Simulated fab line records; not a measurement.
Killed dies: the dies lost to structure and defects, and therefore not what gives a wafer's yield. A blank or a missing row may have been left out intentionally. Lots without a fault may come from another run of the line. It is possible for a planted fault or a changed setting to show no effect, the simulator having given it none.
Lot-split experiment -- flow n5-finfet -- route with 1938 steps; 7 lots, 21 wafers read

THE SPLIT ITSELF
At N5_BEOL_M8_ETCH_65 (etches SiARC in CF4, target depth 15.6 nm, time 26 s), the setting source-w was moved away from the recipe's 545 W on 8 of the 21 wafers read, by -6.5% to +17.8%. The other wafers ran this setting at the recipe's value.

Reading taken at the split's own step.

THE READING
rf-vpp-V, in V, at N5_BEOL_M8_ETCH_65 (etches SiARC in CF4, target depth 15.6 nm, time 26 s). Fault-free wafers of this fab line usually give 184.1 V, standard deviation 1.2 V.

wafer,"tool, chamber at the split","source-w as run, W",against the recipe,"rf-vpp-V, V",against lot-mates on the recipe
L074.1,"rie-diel-02, 2",591.4,+8.5%,180.0,-4.6
L074.3,"rie-diel-02, 3",591.4,+8.5%,180.1,-4.5
L074.6,"rie-diel-02, 2",545,recipe,184.6,-
L076.2,"rie-diel-02, 3",545,recipe,184.0,-
L076.3,"rie-diel-02, 1",545,recipe,183.5,-
L076.4,"rie-diel-02, 2",545,recipe,184.4,-
L078.4,"rie-diel-02, 1",545,recipe,183.5,-
L078.5,"rie-diel-02, 1",641.8,+17.8%,175.5,-8.0
L078.6,"rie-diel-02, 0",641.8,+17.8%,173.2,-10.3
L082.2,"rie-diel-04, 0",545,recipe,183.9,-
L082.4,"rie-diel-04, 2",509.8,-6.5%,188.1,+3.7
L082.6,"rie-diel-04, 0",545,recipe,184.8,-
L084.2,"rie-diel-05, 1",545,recipe,181.7,-
L084.4,"rie-diel-05, 3",545,recipe,185.6,-
L084.6,"rie-diel-05, 2",545,recipe,184.7,-
L085.3,"rie-diel-02, 2",605.7,+11.1%,178.1,no lot-mate on the recipe
L085.4,"rie-diel-02, 0",605.7,+11.1%,175.4,no lot-mate on the recipe
L085.5,"rie-diel-02, 0",605.7,+11.1%,175.6,no lot-mate on the recipe
L093.1,"rie-diel-04, 0",545,recipe,184.1,-
L093.4,"rie-diel-04, 3",545,recipe,184.7,-
L093.6,"rie-diel-04, 3",545,recipe,183.5,-

THE FIT
A straight line over all 21 wafers: rf-vpp-V changes by -0.586 V for each +1% of source-w; r = -0.96; the points scatter about the line by 1.1 V.
The same after taking each lot's own level away (the mean of its wafers on the recipe; 18 wafers): -0.523 V for each +1%; r = -0.97; scatter 0.89 V.
That fit puts the effect of the largest move of source-w on the reading at 9.3 V.
Measured against the standard deviation above, the lots' own levels, which go from 183.50 to 184.60 V, span 0.9 times it.
Thus the slope moves with the lot-to-lot level: the two fits are different.
Check: for one of the wafers moved furthest among these (+17.8%), held out of the fit, the line's prediction against its lot-mates is -10.1 V. Against them it came out at -8 V.
Tool readings at the split's step, against how far the setting was moved: etch-rf-on-time-s r = -0.97; rf-vpp-V r = -0.96.

ADDITIONAL SPLITS CARRIED BY THESE WAFERS
Note: prior to the reading, these wafers also went through further splits. Each is held against what the fit with the lots' levels taken away leaves over:
other split on the same wafers,wafers away from the commonest value,r with rf-vpp-V (lot level and that fit taken away)
N5_BEOL_M5_EXPOSE_25 dose-mj,4,-0.14
N5_BEOL_M6_TRENCH_ETCH_37 bias-w,8,+0.03
N5_BEOL_M8_PECVD_70 temp-c,5,+0.02
N5_BEOL_M8_COAT_59 spin-rpm,7,-0.07

THE WHOLE CHAIN: every reading that the file lists as answering this split, in the file's order
step,what it does,reading,change (the file's fit),r (the file's)
N5_BEOL_M8_ETCH_65,"etches SiARC in CF4, target depth 15.6 nm, time 26 s",etch-rf-on-time-s,withheld for each +1% of the setting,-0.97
N5_BEOL_M8_ETCH_65,"etches SiARC in CF4, target depth 15.6 nm, time 26 s",rf-vpp-V,-0.524 V for each +1% of the setting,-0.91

FILE'S OWN FIT
rf-vpp-V changes by -0.524 V for each +1% of source-w, r = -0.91.
